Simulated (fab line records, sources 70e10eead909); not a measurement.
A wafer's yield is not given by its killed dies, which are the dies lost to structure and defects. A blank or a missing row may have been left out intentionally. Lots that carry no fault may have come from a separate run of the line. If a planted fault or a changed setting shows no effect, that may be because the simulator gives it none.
Matching of chambers || flow nand harc || 4 sister chambers for NHARC_A_STAIRCASE_CMP_450 on cmp-04
The step polishes SiO2, target thk 200 nm. 18 wafers are shown with their chamber, then 9 later ones without.

EACH WAFER AND ITS CHAMBER
{"wafer": "L604.1", "chamber": 1, "motor current A (A)": 12.7, "edge zone pressure frac": 0.999}
{"wafer": "L604.2", "chamber": 2, "motor current A (A)": 12.2, "edge zone pressure frac": 1.006}
{"wafer": "L604.3", "chamber": 3, "motor current A (A)": 11.9, "edge zone pressure frac": 0.996}
{"wafer": "L607.2", "chamber": 0, "motor current A (A)": 14.1, "edge zone pressure frac": 0.996}
{"wafer": "L607.4", "chamber": 1, "motor current A (A)": 12.1, "edge zone pressure frac": 0.990}
{"wafer": "L607.6", "chamber": 3, "motor current A (A)": 11.9, "edge zone pressure frac": 1.004}
{"wafer": "L610.1", "chamber": 3, "motor current A (A)": 11.8, "edge zone pressure frac": 1.004}
{"wafer": "L610.2", "chamber": 1, "motor current A (A)": 13.0, "edge zone pressure frac": 1.005}
{"wafer": "L610.6", "chamber": 1, "motor current A (A)": 12.8, "edge zone pressure frac": 1.006}
{"wafer": "L612.1", "chamber": 0, "motor current A (A)": 14.0, "edge zone pressure frac": 1.003}
{"wafer": "L612.2", "chamber": 2, "motor current A (A)": 12.5, "edge zone pressure frac": 0.996}
{"wafer": "L612.3", "chamber": 1, "motor current A (A)": 12.2, "edge zone pressure frac": 1.006}
{"wafer": "L621.2", "chamber": 1, "motor current A (A)": 12.6, "edge zone pressure frac": 1.000}
{"wafer": "L621.3", "chamber": 3, "motor current A (A)": 11.9, "edge zone pressure frac": 0.999}
{"wafer": "L621.4", "chamber": 2, "motor current A (A)": 12.0, "edge zone pressure frac": 1.007}
{"wafer": "L623.1", "chamber": 1, "motor current A (A)": 12.8, "edge zone pressure frac": 0.997}
{"wafer": "L623.3", "chamber": 0, "motor current A (A)": 13.9, "edge zone pressure frac": 0.993}
{"wafer": "L623.4", "chamber": 2, "motor current A (A)": 12.2, "edge zone pressure frac": 0.996}

SIGNATURES, as means of the wafers listed above
{"reading": "motor current A", "chamber 0": 14.000, "chamber 1": 12.600, "chamber 2": 12.225, "chamber 3": 11.875, "scatter within a chamber": 0.241}
{"reading": "edge zone pressure frac", "chamber 0": 0.99733, "chamber 1": 1.00043, "chamber 2": 1.00125, "chamber 3": 1.00075, "scatter within a chamber": 0.00545}
Rule: a wafer's distance from a chamber is the root of the sum, over the readings, of the square of ((its reading less the chamber's mean) divided by the reading's scatter). The wafer belongs to the nearest chamber; if the next one is less than 2 further off, it can't be placed. The scatter: take each reading less its chamber's mean, square it, sum over the shown wafers, divide by the number of wafers less the number of chambers, and take the root.

WAFERS WITHOUT THEIR CHAMBER
{"wafer": "L625.1", "motor current A (A)": 12.7, "edge zone pressure frac": 1.005}
{"wafer": "L625.2", "motor current A (A)": 12.8, "edge zone pressure frac": 0.994}
{"wafer": "L625.5", "motor current A (A)": 11.6, "edge zone pressure frac": 0.995}
{"wafer": "L624.1", "motor current A (A)": 14.0, "edge zone pressure frac": 1.002}
{"wafer": "L624.3", "motor current A (A)": 12.1, "edge zone pressure frac": 1.005}
{"wafer": "L624.6", "motor current A (A)": 12.0, "edge zone pressure frac": 0.998}
{"wafer": "L627.2", "motor current A (A)": 13.2, "edge zone pressure frac": 1.003}
{"wafer": "L627.3", "motor current A (A)": 12.3, "edge zone pressure frac": 0.985}
{"wafer": "L627.4", "motor current A (A)": 11.9, "edge zone pressure frac": 1.001}

WHICH CHAMBER EACH WENT THROUGH
{"wafer": "L625.1", "from the rows above": "can't be placed: 1 or 2", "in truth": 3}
{"wafer": "L625.2", "from the rows above": "can't be placed: 1 or 2", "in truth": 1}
{"wafer": "L625.5", "from the rows above": "can't be placed: 3 or 2", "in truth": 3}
{"wafer": "L624.1", "from the rows above": 0, "in truth": 0}
{"wafer": "L624.3", "from the rows above": "can't be placed: 2 or 3 or 1", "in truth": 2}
{"wafer": "L624.6", "from the rows above": "can't be placed: 3 or 2 or 1", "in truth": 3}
{"wafer": "L627.2", "from the rows above": "can't be placed: 1 or 0 or 2", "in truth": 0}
{"wafer": "L627.3", "from the rows above": "can't be placed: 2 or 1 or 3", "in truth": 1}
{"wafer": "L627.4", "from the rows above": "can't be placed: 3 or 2", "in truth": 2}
1 of 9 placed correctly. Can't be placed from these rows: 8 (the true chamber is among the candidates in 7). 0 placed wrongly.
